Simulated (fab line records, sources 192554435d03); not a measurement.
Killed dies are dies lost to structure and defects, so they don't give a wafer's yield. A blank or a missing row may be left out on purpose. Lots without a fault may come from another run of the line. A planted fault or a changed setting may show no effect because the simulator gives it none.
Split-lot experiment | flow n5_finfet | 7 lots, 21 wafers read, on a route of 1938 steps

THE SPLIT
At N5_BEOL_M4_COAT_67 (time 60 s, resist thk 60 nm), the setting spin_rpm was moved away from the recipe's 1500 rpm on 5 of the 21 wafers read, by -6.8% to +6.7%. The other wafers ran this setting at the recipe's value.

FROM THE SPLIT TO THE READING: what the file shows between them, 8 steps
- N5_BEOL_M4_COAT_22: resist thk 30 nm (also split here: spin_rpm)
- N5_BEOL_M4_EBR_24
- N5_BEOL_M4_SOFTBAKE_23: time 60 s
- N5_BEOL_M4_DESCUM_33: chemistry O2, time 7 s
- N5_BEOL_M4_ETCH_77: etches underlayer in N2/H2, target depth 6.5 nm, time 5.2 s
- N5_BEOL_M4_ETCH_69: etches SiARC in CF4, target depth 15.6 nm, time 26 s
- N5_BEOL_M4_ALD_98: deposits SiO2, target thk 2.5 nm, pulse time 1 s, co reactant pulse time 1 s
- N5_BEOL_M4_ETCHBACK_99: etches SiO2 in CHF3, target depth 5 nm, time 10.4 s

THE READING
etch.depth_nm (the simulator's own value, which no gauge read), in nm, at N5_BEOL_M4_ETCH_70 (etches SOC in N2/H2, target depth 80 nm, overetch 24 nm, time 130 s). The file gives no usual value for it. The 16 wafers here that ran the recipe average 60.16 nm, standard deviation 0.15 nm.

wafer  | tool, chamber at the split | spin_rpm as run, rpm | against the recipe | etch.depth_nm, nm | against lot-mates on the recipe
L074.3 | litho_track-04, 0          | 1600                 | +6.7%              | 58.22             | -1.98
L074.4 | litho_track-04, 0          | 1500                 | recipe             | 60.2              | -
L074.6 | litho_track-04, 0          | 1600                 | +6.7%              | 58.13             | -2.07
L076.1 | litho_track-02, 0          | 1398                 | -6.8%              | 62.23             | +1.93
L076.2 | litho_track-02, 0          | 1500                 | recipe             | 60.31             | -
L076.6 | litho_track-02, 0          | 1500                 | recipe             | 60.28             | -
L078.1 | litho_track-04, 0          | 1500                 | recipe             | 59.94             | -
L078.3 | litho_track-04, 0          | 1500                 | recipe             | 59.93             | -
L078.5 | litho_track-04, 0          | 1500                 | recipe             | 59.98             | -
L086.3 | litho_track-02, 0          | 1500                 | recipe             | 60.11             | -
L086.4 | litho_track-02, 0          | 1500                 | recipe             | 59.88             | -
L086.5 | litho_track-02, 0          | 1585                 | +5.7%              | 58.47             | -1.53
L095.4 | litho_track-03, 0          | 1500                 | recipe             | 60.23             | -
L095.5 | litho_track-03, 0          | 1500                 | recipe             | 60.17             | -
L095.6 | litho_track-03, 0          | 1500                 | recipe             | 60.32             | -
L093.4 | litho_track-02, 0          | 1500                 | recipe             | 60.2              | -
L093.5 | litho_track-02, 0          | 1500                 | recipe             | 60.16             | -
L093.6 | litho_track-02, 0          | 1546                 | +3.1%              | 59.12             | -1.06
L097.1 | litho_track-02, 0          | 1500                 | recipe             | 60.29             | -
L097.3 | litho_track-02, 0          | 1500                 | recipe             | 60.3              | -
L097.6 | litho_track-02, 0          | 1500                 | recipe             | 60.31             | -

THE FIT
A straight line over all 21 wafers: etch.depth_nm changes by -0.302 nm for each +1% of spin_rpm; r = -0.99; the points scatter about the line by 0.14 nm.
The same after taking each lot's own level away (the mean of its wafers on the recipe; 21 wafers): -0.294 nm for each +1%; r = -1.00; scatter 0.073 nm.
On that fit, the largest move of spin_rpm shifts the reading by 2 nm.
The lots' own levels span 59.950 to 60.300 nm, that is 2.4 times the standard deviation above.
So the lot-to-lot level changes the slope little: the two slopes agree.
Check: with one of the wafers moved furthest among these (-6.8%) left out of the fit, the line predicts +2.02 nm for it against its lot-mates. It came out at +1.93 nm against them.

OTHER SPLITS ON THESE WAFERS
These wafers also went through other splits before the reading. Each is held against what the fit with the lots' levels taken away leaves over:
other split on the same wafers | wafers away from the commonest value | r with etch.depth_nm (lot level and that fit taken away)
N5_BEOL_M2_DESCUM_16 time_s    | 3                                    | +0.20
N5_BEOL_M3_ETCH_70 source_w    | 6                                    | +0.33
N5_BEOL_M4_COAT_22 spin_rpm    | 6                                    | +0.00

THE WHOLE CHAIN: every reading that the file lists as answering this split, in the file's order
step               | what it does                                                        | reading                                                                        | change (the file's fit)               | r (the file's)
N5_BEOL_M4_COAT_67 | time 60 s, resist thk 60 nm                                         | SOC_of_BEOL_M4_COAT_67.thk_nm (the simulator's own value, which no gauge read) | -0.29 nm for each +1% of the setting  | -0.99
N5_BEOL_M4_ETCH_70 | etches SOC in N2/H2, target depth 80 nm, overetch 24 nm, time 130 s | etch.depth_nm (the simulator's own value, which no gauge read)                 | -0.292 nm for each +1% of the setting | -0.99

THE FILE'S OWN FIT
etch.depth_nm changes by -0.292 nm for each +1% of spin_rpm, r = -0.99.
